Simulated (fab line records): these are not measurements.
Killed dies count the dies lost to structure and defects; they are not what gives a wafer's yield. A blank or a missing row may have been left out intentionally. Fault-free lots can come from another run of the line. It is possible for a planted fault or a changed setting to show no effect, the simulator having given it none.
One fault through the eyes of 2 desks :: flow nand_harc :: each desk has only its own numbers; what lay behind them comes last

== METROLOGY DESK ==
Means of the sampled wafers that have a number, per lot and without regard to the tool the lot ran on: this is what the gauges read. Marked OUT: a lot whose mean sits more than 4 standard deviations from the usual mean, which makes it out of limits; the brackets give that distance.
Columns: A = thk_nm at NHARC_A_ONON_D2_THK_MEAS_18, usual 1000 nm
lot: L829
first seen here: day 13 02:55
A: 993

lot: L830
first seen here: day 13 02:55
A: 1008

lot: L828
first seen here: day 13 14:19
A: 1003

lot: L832
first seen here: day 14 00:29
A: 1002

lot: L831
first seen here: day 14 00:30
A: 1004

lot: L833
first seen here: day 15 01:32
A: 993

lot: L838
first seen here: day 16 09:56
A: 985

lot: L843
first seen here: day 18 17:01
A: 1268 (+28) OUT

lot: L845
first seen here: day 19 16:32
A: 1001

lot: L850
first seen here: day 22 02:38
A: 1005

lot: L849
first seen here: day 22 02:38
A: 998

lot: L851
first seen here: day 22 09:58
A: 1000
This desk's verdict: out of limits on L843, starting with L843 at day 18 17:01 (thk_nm at NHARC_A_ONON_D2_THK_MEAS_18). In limits: L829, L830, L828, L832, L831, L833, L838, L845, L850, L849, L851.

== THE DEFECT DESK ==
Lot by lot, what the route's inspections counted, given as the mean of those sampled wafers with a number. Marked OUT: a lot whose mean sits more than 4 standard deviations from the usual mean, which makes it out of limits; the brackets give that distance.
Columns: A = raw_defect_count at NHARC_A_DECK1_JOINT_INSPECT_05, usual 315; B = raw_defect_count at NHARC_A_ONON_D2_INSPECT_32, usual 393
lot: L830
first seen here: day 12 16:40
A: 370
B: 452

lot: L829
first seen here: day 12 16:50
A: 252
B: 314

lot: L828
first seen here: day 13 03:25
A: 447
B: 543

lot: L831
first seen here: day 13 13:44
A: 346
B: 432

lot: L832
first seen here: day 13 13:47
A: 247
B: 326

lot: L833
first seen here: day 14 15:22
A: 339
B: 421

lot: L838
first seen here: day 16 00:35
A: 247
B: 311

lot: L843
first seen here: day 18 05:54
A: 152
B: 200

lot: L845
first seen here: day 19 05:57
A: 224
B: 279

lot: L849
first seen here: day 21 15:55
A: 388
B: 484

lot: L850
first seen here: day 21 15:56
A: 273
B: 365

lot: L851
first seen here: day 21 21:30
A: 265
B: 333
This desk found nothing out of limits on any of the 12 lots.

== PUT TOGETHER ==
At day 18 17:01 the metrology desk could have sounded an alarm, on L843.
No out-of-limits result turned up at the defect desk.
The defect desk has L843 on record, within its limits.
The lots listed all ran NHARC_A_ONON_D2_DEP_16 on pecvd_onon-03.

== WHAT THE SIMULATOR PUT IN ==
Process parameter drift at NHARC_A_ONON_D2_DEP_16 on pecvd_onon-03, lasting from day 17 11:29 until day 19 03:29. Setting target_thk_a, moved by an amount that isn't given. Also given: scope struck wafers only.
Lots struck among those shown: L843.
Hours from the fault's start to each desk's first reading out of limits: the metrology desk, 30.
